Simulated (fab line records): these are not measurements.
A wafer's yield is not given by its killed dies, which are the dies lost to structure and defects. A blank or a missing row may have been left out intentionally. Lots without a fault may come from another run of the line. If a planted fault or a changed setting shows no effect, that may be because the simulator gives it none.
fab line records	flow n5_finfet
record lots=10	wafers=30	last_day=17
route steps=1938 shown HKMG_FIN@406 PASSIVATION@1936
lots untouched by any fault: they come from a run of this same line in which no faults occurred
start_h: start of the lot's first displayed wafer, in hours after the record's first day	wait_h: how many hours have passed since the lot's step before this one	" as in the row above	L1.1+2: a single row standing in for several wafers	- either no value or no given start	* or withheld: withheld	< > ~ a bound
route shown NAME@n: a module of which the file shows steps, and the number in the route of the first	usual: mean/standard deviation taken from wafers without a fault	same: alike in all rows	chamber/n: place in a boat	sites: each site's reading	_std_site: the values' standard deviation	_edge_site: inner sites' mean taken away from outer sites' mean	radius_mm: for every site, how far away it sits from the centre of the wafer	mask NAME#n: copy n	behind: the last tool/chamber to shape the wafer	hold: cause of the lot's hold/its duration in hours/its outcome	device: whichever transistor did not switch (one of n, p or np)	end of line: the tests these same wafers got at the end of their route	a step with no rows: only its recipe	killed: dies lost to structure and defects at the first sort, not the wafer's yield	map: shows each die of a wafer: x if killed, . if not, _ if none is there
set.NAME: the run value of the setting; set.NAME@STEP: its run value at that earlier step	model.NAME: the simulator's own value behind a step, which no gauge read
one table for each step of the route and one row for each wafer, over a sample of lots
services: a tool's chamber out of use, with start hour (start_h, from the record's first day; less than 0 if before it), hours out, and reason
## steps
# step N5_HKMG_FIN_ETCH_58
# recipe chemistry=N2/H2	target=SOC	target_depth_a=2158	ion_energy_ev=50	bias_w=13	time_s=741	pressure_mtorr=30	source_w=875	n2_flow_sccm=200	h2_flow_sccm=200
# usual drypump_motor_current_A=5.65/0.27	oes_product_au=0.75/0.048	rf_vpp_V=99.3/0.95	showerhead_plenum_p_Torr=2.55/0.08	throttle_valve_pct=17.90/0.2
lot.wafer	tool	chamber	start_h	wait_h	drypump_motor_current_A	oes_product_au	rf_hours_counter_h	rf_vpp_V	showerhead_plenum_p_Torr	throttle_valve_pct
L416.2	rie_diel-03	3	70.81	0.0	5.93	0.91	15	99.4	2.71	17.67
L416.3	"	0	"	"	5.58	0.81	112	100.1	2.47	17.99
L416.5	"	2	"	"	6.10	0.74	-	97.6	2.53	17.73
L417.2	rie_diel-06	3	75.52	0.0	5.20	0.76	139	100.8	2.44	17.52
L417.3	"	2	"	"	6.27	0.73	218	99.7	2.41	18.02
L417.4	"	0	"	"	5.82	0.77	138	99.6	2.67	17.91
L418.1	rie_diel-03	2	84.23	0.0	6.11	0.74	190	99.2	2.53	17.72
L418.2	"	0	"	"	5.58	0.81	117	99.1	2.47	18.00
L418.5	"	2	"	"	6.11	0.73	-	98.7	2.53	17.75
L421.1	rie_diel-02	0	100.73	0.0	5.56	0.70	189	98.1	2.52	17.60
L421.4	"	2	"	"	5.44	0.74	194	99.4	2.53	17.74
L421.5	"	2	"	"	5.42	0.74	-	96.9	2.53	17.73
L426.2	rie_diel-06	1	133.38	0.0	5.42	0.75	186	99.5	2.54	18.15
L426.3	"	0	"	"	5.81	0.76	159	99.8	2.66	17.95
L426.6	"	1	"	"	5.42	0.75	-	99.4	2.54	18.14
L427.1	rie_diel-03	3	137.50	0.0	5.93	0.87	38	100.6	2.70	17.68
L427.2	"	1	"	"	5.29	0.74	174	100.2	2.64	17.83
L427.3	"	0	"	"	5.55	0.80	134	99.5	2.46	18.01
L431.1	rie_diel-02	2	161.68	0.0	5.41	0.73	218	99.1	2.52	17.78
L431.2	"	3	"	"	5.57	0.74	204	99.4	2.51	18.21
L431.6	"	3	"	"	5.57	0.73	-	99.3	2.51	18.21
L433.2	rie_diel-02	1	172.97	0.0	5.86	0.72	211	99.4	2.62	18.13
L433.3	"	0	"	"	5.60	0.68	214	99.1	2.51	17.65
L433.6	"	3	"	"	5.58	0.74	-	99.2	2.51	18.22
L436.1	rie_diel-03	2	189.62	0.0	6.10	0.70	224	99.4	2.51	17.82
L436.2	"	1	"	"	5.33	0.72	191	99.7	2.63	17.84
L436.4	"	0	"	"	5.55	0.77	152	98.8	2.45	18.05
L439.1	rie_diel-03	3	209.67	0.0	5.91	0.84	62	99.8	2.69	17.75
L439.4	"	2	"	"	6.11	0.69	232	99.0	2.51	17.81
L439.6	"	0	"	"	5.57	0.76	-	97.9	2.45	18.06
# step N5_HKMG_FIN_STRIP_93
# recipe chemistry=N2/H2	material=SOC	time_s=20	power_w=500	temp_c=40	pressure_mtorr=50	rf_frequency_hz=6e+07	bias_power_w=8	h2_frac=0.5	n2_flow_sccm=300	h2_flow_sccm=300
# usual drypump_motor_current_A=5.66/0.27	oes_product_au=0.75/0.049	rf_vpp_V=54.1/0.84	showerhead_plenum_p_Torr=3.37/0.1	temp_c=39.99/0.11	throttle_valve_pct=19.2/0.3
lot.wafer	tool	chamber	start_h	wait_h	drypump_motor_current_A	oes_product_au	rf_hours_counter_h	rf_vpp_V	showerhead_plenum_p_Torr	temp_c	throttle_valve_pct
L416.2	rie_diel-03	3	71.23	0.2	5.92	0.92	15	54.9	3.57	39.99	19.1
L416.3	"	0	"	"	5.55	0.80	112	53.0	3.27	40.09	19.6
L416.5	"	2	"	"	6.09	0.74	-	54.1	3.34	40.14	19.4
L417.2	rie_diel-06	3	75.94	0.2	5.26	0.76	139	54.7	3.23	40.00	18.8
L417.3	"	2	"	"	6.28	0.73	218	55.6	3.20	40.07	19.1
L417.4	"	0	"	"	5.80	0.78	138	56.1	3.52	40.01	19.1
L418.1	rie_diel-03	2	84.66	0.2	6.15	0.73	190	54.2	3.34	39.98	19.4
L418.2	"	0	"	"	5.57	0.80	117	52.2	3.26	40.07	19.6
L418.5	"	2	"	"	6.16	0.73	-	53.7	3.34	39.76	19.4
L421.1	rie_diel-02	0	101.16	0.2	5.60	0.69	189	54.9	3.33	40.01	18.7
L421.4	"	2	"	"	5.40	0.75	195	55.1	3.34	40.06	18.9
L421.5	"	2	"	"	5.38	0.74	-	52.6	3.34	39.94	18.9
L426.2	rie_diel-06	1	133.81	0.2	5.45	0.74	186	53.7	3.35	40.10	19.4
L426.3	"	0	"	"	5.81	0.76	159	54.2	3.51	40.07	19.1
L426.6	"	1	"	"	5.40	0.73	-	54.9	3.35	39.87	19.4
L427.1	rie_diel-03	3	137.92	0.2	5.92	0.87	38	54.3	3.56	40.05	19.2
L427.2	"	1	"	"	5.28	0.73	175	53.1	3.48	39.96	19.1
L427.3	"	0	"	"	5.58	0.79	135	53.5	3.26	39.95	19.7
L431.1	rie_diel-02	2	162.11	0.2	5.41	0.73	218	53.0	3.33	40.04	18.9
L431.2	"	3	"	"	5.57	0.74	204	53.9	3.32	40.12	19.4
L431.6	"	3	"	"	5.57	0.74	-	54.2	3.32	39.87	19.4
L433.2	rie_diel-02	1	173.39	0.2	5.90	0.72	211	56.0	3.46	40.03	19.6
L433.3	"	0	"	"	5.65	0.68	215	53.5	3.31	39.95	18.7
L433.6	"	3	"	"	5.58	0.74	-	55.8	3.32	39.83	19.4
L436.1	rie_diel-03	2	190.05	0.2	6.11	0.71	225	54.2	3.32	40.00	19.4
L436.2	"	1	"	"	5.32	0.73	191	54.1	3.47	39.95	19.1
L436.4	"	0	"	"	5.55	0.78	152	54.5	3.25	39.73	19.7
L439.1	rie_diel-03	3	210.09	0.2	5.93	0.84	62	54.2	3.54	39.83	19.2
L439.4	"	2	"	"	6.14	0.69	232	54.5	3.32	39.86	19.5
L439.6	"	0	"	"	5.55	0.77	-	55.1	3.24	39.88	19.7
# step N5_HKMG_FIN_EXPOSE_09
# recipe mask_id=NWFM	na=1.35	source_shape=conventional	sigma_outer=0.8	polarization=unpolarized	dose_mj=39.25
# usual exposure_dose_mJ_cm2=39.21/0.051
lot.wafer	tool	chamber	start_h	wait_h	mask	exposure_dose_mJ_cm2
L416.2	arfi_scanner-01	0	73.68	-	NWFM#0	39.15
L416.3	"	0	"	"	NWFM#0	39.14
L416.5	"	0	"	"	NWFM#0	39.23
L417.2	arfi_scanner-02	0	78.43	-	NWFM#0	39.22
L417.3	"	0	"	"	NWFM#0	39.19
L417.4	"	0	"	"	NWFM#0	39.20
L418.1	arfi_scanner-01	0	87.09	-	NWFM#0	39.17
L418.2	"	0	"	"	NWFM#0	39.17
L418.5	"	0	"	"	NWFM#0	39.21
L421.1	arfi_scanner-02	0	103.46	-	NWFM#0	39.26
L421.4	"	0	"	"	NWFM#0	39.19
L421.5	"	0	"	"	NWFM#0	39.20
L426.2	arfi_scanner-02	0	136.25	-	NWFM#0	37.65
L426.3	"	0	"	"	NWFM#0	37.65
L426.6	"	0	"	"	NWFM#0	37.61
L427.1	arfi_scanner-02	0	140.24	-	NWFM#0	37.93
L427.2	"	0	"	"	NWFM#0	37.95
L427.3	"	0	"	"	NWFM#0	37.85
L431.1	arfi_scanner-03	0	164.67	-	NWFM#0	39.20
L431.2	"	0	"	"	NWFM#0	39.22
L431.6	"	0	"	"	NWFM#0	39.22
L433.2	arfi_scanner-03	0	175.82	-	NWFM#0	39.28
L433.3	"	0	"	"	NWFM#0	39.25
L433.6	"	0	"	"	NWFM#0	39.31
L436.1	arfi_scanner-03	0	192.50	-	NWFM#0	39.27
L436.2	"	0	"	"	NWFM#0	39.24
L436.4	"	0	"	"	NWFM#0	39.24
L439.1	arfi_scanner-01	0	212.56	-	NWFM#0	39.25
L439.4	"	0	"	"	NWFM#0	39.20
L439.6	"	0	"	"	NWFM#0	39.17
# step N5_HKMG_FIN_CD_MEAS_12
# recipe target_cd_nm=92.8	landing_energy_ev=500	detector=se_inlens
# usual cd_nm=92.8/0.84
lot.wafer	tool	chamber	start_h	wait_h	cd_nm
L416.2	cd_sem-02	0	73.80	-	91.8
L416.3	"	0	"	"	91.6
L416.5	"	0	"	"	92.4
L417.2	cd_sem-02	0	78.55	-	91.3
L417.3	"	0	"	"	92.3
L417.4	"	0	"	"	93.4
L418.1	cd_sem-02	0	87.21	-	94.2
L418.2	"	0	"	"	94.1
L418.5	"	0	"	"	93.8
L421.1	cd_sem-01	0	103.59	-	92.6
L421.4	"	0	"	"	93.9
L421.5	"	0	"	"	93.6
L426.2	cd_sem-02	0	136.37	-	89.4
L426.3	"	0	"	"	88.5
L426.6	"	0	"	"	89.1
L427.1	cd_sem-02	0	140.36	-	91.0
L427.2	"	0	"	"	91.6
L427.3	"	0	"	"	91.8
L431.1	cd_sem-01	0	164.79	-	92.2
L431.2	"	0	"	"	92.5
L431.6	"	0	"	"	92.2
L433.2	cd_sem-03	0	175.94	-	91.6
L433.3	"	0	"	"	93.0
L433.6	"	0	"	"	92.3
L436.1	cd_sem-02	0	192.63	-	93.0
L436.2	"	0	"	"	93.6
L436.4	"	0	"	"	93.9
L439.1	cd_sem-01	0	212.68	-	91.2
L439.4	"	0	"	"	92.1
L439.6	"	0	"	"	92.1
# step N5_HKMG_FIN_ETCH_31
# recipe chemistry=CF4	target=SiARC	target_depth_a=455	mask_material=CAR-ArF	time_s=75.8	ion_energy_ev=80	pressure_mtorr=40	source_w=545	bias_w=36	Ar_flow_sccm=100	cf4_flow_sccm=100	ends=cleared
# usual drypump_motor_current_A=5.66/0.3	etch_rf_on_time_s=75.8/1.6	mfc_ar_sccm=100.01/0.3	oes_product_au=0.64/0.046	rf_vpp_V=184.1/1.1	showerhead_plenum_p_Torr=2.15/0.068	throttle_valve_pct=15.70/0.2
lot.wafer	tool	chamber	start_h	wait_h	drypump_motor_current_A	etch_rf_on_time_s	mfc_ar_sccm	oes_product_au	rf_hours_counter_h	rf_vpp_V	showerhead_plenum_p_Torr	throttle_valve_pct
L416.2	rie_diel-02	1	74.20	0.0	5.85	76.3	99.82	0.64	177	184.1	2.22	15.81
L416.3	"	0	"	"	5.54	79.4	99.73	0.60	181	183.6	2.14	15.62
L416.5	"	0	"	"	5.60	79.2	100.35	0.61	-	185.0	2.14	15.62
L417.2	rie_diel-06	0	78.67	0.0	5.79	74.4	99.74	0.66	139	186.6	2.23	15.65
L417.3	"	1	"	"	5.45	76.3	100.03	0.65	166	183.3	2.14	15.86
L417.4	"	2	"	"	6.26	73.3	100.06	0.62	219	182.7	2.05	15.91
L418.1	rie_diel-06	2	87.36	0.0	6.26	73.7	99.61	0.62	222	182.7	2.04	15.93
L418.2	"	3	"	"	5.20	75.7	99.73	0.64	143	183.3	2.05	15.37
L418.5	"	1	"	"	5.45	76.6	100.04	0.64	-	183.0	2.14	15.88
L421.1	rie_diel-02	2	103.71	0.0	5.39	74.5	99.29	0.63	195	182.8	2.13	15.61
L421.4	"	1	"	"	5.88	76.1	99.85	0.63	186	186.3	2.22	15.85
L421.5	"	3	"	"	5.55	75.0	99.60	0.64	-	183.8	2.13	16.06
L426.2	rie_diel-02	1	136.73	0.0	5.85	75.3	100.19	0.63	198	185.5	2.21	15.85
L426.3	"	2	"	"	5.37	74.4	100.12	0.63	208	183.8	2.13	15.63
L426.6	"	1	"	"	5.87	75.1	100.27	0.63	-	185.4	2.21	15.87
L427.1	rie_diel-02	0	140.70	0.0	5.61	78.7	100.62	0.60	204	184.8	2.14	15.65
L427.2	"	3	"	"	5.56	74.4	99.88	0.63	195	184.1	2.12	16.09
L427.3	"	2	"	"	5.43	73.5	100.27	0.63	209	184.7	2.13	15.62
L431.1	rie_diel-06	2	165.08	0.0	6.25	75.3	99.99	0.60	250	182.9	2.04	15.96
L431.2	"	0	"	"	5.79	75.6	100.07	0.64	171	183.9	2.22	15.70
L431.6	"	2	"	"	6.24	75.1	99.83	0.60	-	183.1	2.04	15.98
L433.2	rie_diel-06	3	176.07	0.0	5.21	74.9	99.97	0.64	165	184.8	2.05	15.40
L433.3	"	1	"	"	5.47	76.9	100.49	0.62	203	184.1	2.13	15.93
L433.6	"	1	"	"	5.45	76.9	100.03	0.62	-	183.5	2.13	15.93
L436.1	rie_diel-06	1	193.03	0.0	5.45	77.5	99.87	0.61	213	183.6	2.12	15.95
L436.2	"	2	"	"	6.24	75.2	100.06	0.84	1	186.4	2.29	15.43
L436.4	"	0	"	"	5.80	76.0	99.27	0.62	185	184.6	2.21	15.73
L439.1	rie_diel-03	0	213.01	0.0	5.53	75.4	100.39	0.65	160	181.7	2.05	15.66
L439.4	"	3	"	"	5.90	76.9	100.40	0.72	63	184.7	2.25	15.49
L439.6	"	3	"	"	5.90	76.3	99.77	0.72	-	184.3	2.25	15.50
# step N5_PASSIVATION_PROBE_49
# usual killed_at_M0_to_M3=34/12	killed_at_M4_up=12/4.9	killed_at_contacts=13/7.2	killed_at_front_end=39/12	killed_at_other=3.7/2.9	killed_dies=101/18	killed_open=67/14	killed_short=33/7.2
# same gross_dies=1180	killed_at_back_side=0
lot.wafer	tool	chamber	start_h	wait_h	killed_at_M0_to_M3	killed_at_M4_up	killed_at_contacts	killed_at_front_end	killed_at_other	killed_dies	killed_open	killed_short
L433.2	prober-01	-	363.49	0.1	33	12	8	41	2	96	58	33
L433.3	prober-01	-	363.54	0.1	25	11	7	44	1	88	47	33
L433.6	prober-01	-	363.69	0.3	52	10	6	50	4	122	78	41
# killed by level:class
L433.2 BEOL_M0_SAQP:geometric_particle:short=8 FIN_SAQP:geometric_particle:open=7 STI_FIN_REVEAL:geometric_particle:open=7 BEOL_M2:geometric_particle:open=7 BEOL_M0_SAQP:geometric_particle:open=6 BEOL_M1:geometric_particle:open=5 BEOL_M4:geometric_particle:open=5 MOL_CONTACT_COAG:geometric_particle:short=4
L433.3 STI_FIN_REVEAL:geometric_particle:open=11 FIN_SAQP:geometric_particle:open=9 FIN_SAQP:geometric_particle:short=8 BEOL_M0_SAQP:geometric_particle:short=7 MOL_CONTACT_COAG:geometric_particle:open=6 BEOL_M0_SAQP:geometric_particle:open=6 BEOL_M1:geometric_particle:short=4 STI_FIN_REVEAL:geometric_particle:short=3
L433.6 STI_FIN_REVEAL:geometric_particle:open=21 BEOL_M0_SAQP:geometric_particle:short=12 BEOL_M3:geometric_particle:open=12 BEOL_M0_SAQP:geometric_particle:open=10 BEOL_M1:geometric_particle:open=9 STI_FIN_REVEAL:geometric_particle:short=7 GATE_CUT:geometric_particle:short=7 GATE_CUT:geometric_particle:open=5
## services
tool	chamber	start_h	hours	kind
arfi_scanner-03	-	51.68	11.7	repair
rie_diel-02	-	58.78	1.6	repair
arfi_scanner-01	-	68.06	0.8	pm
rie_diel-02	2	69.19	10.5	repair
arfi_scanner-03	-	81.77	0.8	pm
arfi_scanner-03	-	91.89	0.4	repair
arfi_scanner-02	-	100.38	2.9	repair
arfi_scanner-02	-	110.23	0.8	pm
arfi_scanner-03	-	110.65	1.0	pm
arfi_scanner-01	-	111.18	1.0	pm
arfi_scanner-03	-	112.06	4.9	pm
arfi_scanner-02	-	113.62	0.5	repair
arfi_scanner-02	-	114.13	1.3	pm
arfi_scanner-01	-	118.79	1.0	pm
rie_diel-06	3	119.33	22.6	repair
arfi_scanner-01	-	124.79	24.0	pm
rie_diel-02	1	146.47	3.9	repair
arfi_scanner-01	-	148.79	1.3	pm
arfi_scanner-03	-	152.25	1.0	pm
arfi_scanner-03	-	157.42	1.3	pm
arfi_scanner-01	-	175.38	30.4	repair
rie_diel-02	3	185.18	6.4	repair
arfi_scanner-02	-	188.46	1.0	pm
arfi_scanner-02	-	194.25	3.0	pm
## key
first_sign step=N5_HKMG_FIN_EXPOSE_09	reading=exposure_dose_mJ_cm2	direction=down	sigmas=28	usual=39.21	struck=37.77
effect step=N5_HKMG_FIN_CD_MEAS_12	reading=cd_nm	direction=down	sigmas=3	usual=92.8	struck=90.2	through=control_loop
met_at N5_HKMG_FIN_EXPOSE_09
struck_lots L426,L427
tester_left_out L426,L427
loop_trim step=N5_HKMG_FIN_EXPOSE_09	setting=dose	lots=L427
not_acting_at N5_HKMG_FIN_ETCH_58,N5_HKMG_FIN_STRIP_93,N5_HKMG_FIN_ETCH_31
onset_between 103.46 136.25
fault kind=process_parameter_drift	tool=arfi_scanner-02	chamber=-	onset_h=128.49	steps=N5_HKMG_FIN_EXPOSE_09	channel=dose_mj	offset=-1.6385	shape=step	acts_in=these_recipes_only	stated=39.25
# tester_left_out: of these lots the tester's yield and bins aren't shown, on N5 and GAA mostly nor the transistor test; their killed dies are dies lost to structure and defects alone, not to doping, threshold or leakage, so they don't give the yield
# loop_trim: a control loop set the setting to another value than it would have without faults
